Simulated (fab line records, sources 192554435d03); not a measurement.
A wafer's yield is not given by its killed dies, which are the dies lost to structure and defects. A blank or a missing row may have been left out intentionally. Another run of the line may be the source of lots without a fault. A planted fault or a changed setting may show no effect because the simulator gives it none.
Matching of chambers | flow n5-finfet | N5_BEOL_M12_DESCUM_15 on rie-diel-05: 4 sister chambers
The step chemistry O2, time 7.9 s. 4 wafers are shown with their chamber, then 12 later ones without.

EACH WAFER AND ITS CHAMBER
wafer  | chamber | drypump-motor-current-A (A)
L085.2 | 2       | 6.3
L085.3 | 1       | 6.5
L093.4 | 3       | 5.4
L093.5 | 0       | 6.5

WAFERS WITH NO CHAMBER GIVEN
wafer  | drypump-motor-current-A (A)
L096.2 | 6.5
L096.4 | 5.4
L096.6 | 6.5
L095.3 | 6.5
L095.4 | 6.2
L095.6 | 6.5
L090.2 | 5.5
L090.4 | 6.3
L090.6 | 6.5
L097.1 | 5.4
L097.2 | 6.2
L097.6 | 6.5

EACH ONE'S CHAMBER
wafer  | from the rows above     | in truth
L096.2 | can't be placed: 0 or 1 | 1
L096.4 | 3                       | 3
L096.6 | can't be placed: 0 or 1 | 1
L095.3 | can't be placed: 0 or 1 | 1
L095.4 | 2                       | 2
L095.6 | can't be placed: 0 or 1 | 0
L090.2 | 3                       | 3
L090.4 | 2                       | 2
L090.6 | can't be placed: 0 or 1 | 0
L097.1 | 3                       | 3
L097.2 | 2                       | 2
L097.6 | can't be placed: 0 or 1 | 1
Correct placement for 6 of the 12. Can't be placed from these rows: 6 (the true chamber is among the candidates in 6). 0 placed wrongly.
How it was worked out, from the rows above alone: a wafer's distance from a chamber is the root of the sum, over the readings, of the square of ((its reading less the chamber's mean) divided by the reading's scatter). If the next closest chamber is less than 2 further off than the closest, the wafer can't be placed; otherwise it belongs to the closest. For every chamber, the mean is computed from those of its wafers that are shown. The scatter: root of mean squared gap, hidden wafer to nearest shown wafer, with one shown wafer a chamber.
